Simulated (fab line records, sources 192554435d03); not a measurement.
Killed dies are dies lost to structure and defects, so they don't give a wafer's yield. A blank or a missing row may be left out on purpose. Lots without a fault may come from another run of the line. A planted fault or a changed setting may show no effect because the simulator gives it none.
Chamber matching | flow n5_finfet | N5_BEOL_M9_PECVD_70 on pecvd-03: 3 sister chambers
The step deposits SiO2 from TEOS/O2, target thk 20 nm, time 22.7 s. 6 wafers are shown with their chamber, then 11 later ones without.

WAFERS WITH THEIR CHAMBER
wafer  | chamber | throttle_valve_pct (%) | heater_power_w (W)
L085.6 | 2       | 21.7                   | 722
L086.4 | 1       | 23.3                   | 807
L087.2 | 2       | 21.7                   | 625
L087.3 | 0       | 23.1                   | 782
L087.6 | 0       | 23.1                   | 761
L088.1 | 1       | 23.5                   | 789

WAFERS WITHOUT THEIR CHAMBER
wafer  | throttle_valve_pct (%) | heater_power_w (W)
L088.2 | 21.8                   | 719
L088.4 | 21.7                   | 720
L091.1 | 23.4                   | 888
L091.3 | 22.0                   | 718
L091.4 | 21.9                   | 723
L089.1 | 23.3                   | 844
L089.4 | 22.0                   | 701
L089.6 | 23.3                   | 767
L092.2 | 21.9                   | 718
L092.4 | 23.5                   | 858
L092.6 | 22.1                   | 727

WHICH CHAMBER EACH WENT THROUGH
wafer  | from the rows above     | in truth
L088.2 | 2                       | 2
L088.4 | 2                       | 2
L091.1 | 1                       | 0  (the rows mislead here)
L091.3 | 2                       | 2
L091.4 | 2                       | 2
L089.1 | can't be placed: 1 or 0 | 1
L089.4 | 2                       | 2
L089.6 | can't be placed: 1 or 0 | 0
L092.2 | 2                       | 2
L092.4 | 1                       | 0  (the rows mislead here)
L092.6 | 2                       | 2
Placed correctly: 7 of 11. Can't be placed from these rows: 2 (the true chamber is among the candidates in 2). Placed wrongly: 2.
How it was worked out, from the rows above alone: a wafer's distance from a chamber is the root of the sum, over the readings, of the square of ((its reading less the chamber's mean) divided by the reading's scatter). The wafer belongs to the nearest chamber; if the next one is less than 2 further off, it can't be placed. A chamber's mean is the mean of its shown wafers. The scatter: the root of (the sum of the squares of (reading less its chamber's mean) over the shown wafers, divided by (wafers less chambers)).
